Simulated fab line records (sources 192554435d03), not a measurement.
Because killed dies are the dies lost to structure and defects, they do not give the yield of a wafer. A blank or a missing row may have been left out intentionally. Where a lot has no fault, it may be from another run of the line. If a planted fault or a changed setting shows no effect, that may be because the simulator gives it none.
Chamber matching ; flow n5Finfet ; N5_STI_FIN_REVEAL_ETCHBACK_08 on rieDiel-04 has 4 sister chambers
The step etches SiO2 in C4F6/O2, target depth 30.5 nm, time 10.167 s. 14 wafers are shown with their chamber, then 7 later ones without.

WAFERS WITH THEIR CHAMBER
wafer;chamber;drypumpMotorCurrentA (A);rfVppV (V);throttleValvePct (%)
L079.4;0;5.3;682;21.02
L079.5;0;5.3;680;21.03
L079.6;1;5.0;657;21.08
L080.2;1;5.0;657;21.07
L080.3;3;6.0;657;21.42
L080.6;2;6.1;659;20.88
L081.1;1;5.0;658;21.07
L081.4;2;6.1;659;20.88
L081.5;0;5.3;682;21.01
L086.1;3;6.0;658;21.45
L086.4;0;5.3;681;21.04
L086.5;2;6.1;660;20.92
L087.4;1;5.0;669;20.71
L087.5;1;5.1;668;20.74

SIGNATURES (means of the wafers above)
reading;chamber 0;chamber 1;chamber 2;chamber 3;scatter within a chamber
drypumpMotorCurrentA;5.300;5.020;6.100;6.000;0.0283
rfVppV;681.25;661.80;659.33;657.50;3.93
throttleValvePct;21.0250;20.9340;20.8933;21.4350;0.122
Rule: for a wafer and a chamber, the distance is found by dividing, reading by reading, the gap between the wafer's reading and the chamber's mean by the reading's scatter, squaring, summing and taking the root. If the next closest chamber is less than 2 further off than the closest, the wafer can't be placed; otherwise it belongs to the closest. The scatter: the root of (the sum of the squares of (reading less its chamber's mean) over the shown wafers, divided by (wafers less chambers)).

WAFERS WITH NO CHAMBER GIVEN
wafer;drypumpMotorCurrentA (A);rfVppV (V);throttleValvePct (%)
L087.6;6.1;658;20.90
L089.3;6.1;657;20.91
L089.4;5.3;681;21.04
L089.6;6.0;659;21.44
L095.1;5.3;682;21.07
L095.3;6.0;658;21.46
L095.6;5.0;668;20.75

EACH ONE'S CHAMBER
wafer;from the rows above;in truth
L087.6;2;2
L089.3;2;2
L089.4;0;0
L089.6;3;3
L095.1;0;0
L095.3;3;3
L095.6;1;1
Correct placement for 7 of the 7. Not placeable from these rows: 0. Placed wrongly: 0.
